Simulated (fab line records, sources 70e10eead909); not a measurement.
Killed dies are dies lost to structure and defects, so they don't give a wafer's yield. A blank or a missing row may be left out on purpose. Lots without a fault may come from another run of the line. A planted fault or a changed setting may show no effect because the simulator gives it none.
Chamber matching | flow nand_harc | NHARC_A_STAIRCASE_DEP_301 on pecvd-01: 3 sister chambers
The step deposits SiON, target thk 30 nm. 3 wafers are shown with their chamber, then 11 later ones without.

WAFERS WITH THEIR CHAMBER
wafer  | chamber | showerhead_vpp_V (V)
L081.5 | 1       | 1124
L083.6 | 0       | 1170
L089.1 | 2       | 1035

WAFERS WITHOUT THEIR CHAMBER
wafer  | showerhead_vpp_V (V)
L089.2 | 1116
L089.6 | 1162
L091.2 | 1120
L091.3 | 1014
L091.4 | 1099
L093.1 | 1121
L093.3 | 1036
L093.4 | 1201
L097.2 | 1175
L097.3 | 1043
L097.4 | 1019

WHICH CHAMBER EACH WENT THROUGH
wafer  | from the rows above     | in truth
L089.2 | 1                       | 1
L089.6 | can't be placed: 0 or 1 | 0
L091.2 | 1                       | 1
L091.3 | 2                       | 2
L091.4 | 1                       | 1
L093.1 | 1                       | 1
L093.3 | 2                       | 2
L093.4 | 0                       | 0
L097.2 | 0                       | 0
L097.3 | 2                       | 2
L097.4 | 2                       | 2
Placed correctly: 10 of 11. Can't be placed from these rows: 1 (the true chamber is among the candidates in 1). Placed wrongly: 0.
How it was worked out, from the rows above alone: a wafer's distance from a chamber is the root of the sum, over the readings, of the square of ((its reading less the chamber's mean) divided by the reading's scatter). The wafer belongs to the nearest chamber; if the next one is less than 2 further off, it can't be placed. A chamber's mean is the mean of its shown wafers. The scatter: with one shown wafer a chamber, the root of the mean of the squares of how far each hidden wafer lies from its nearest shown one.
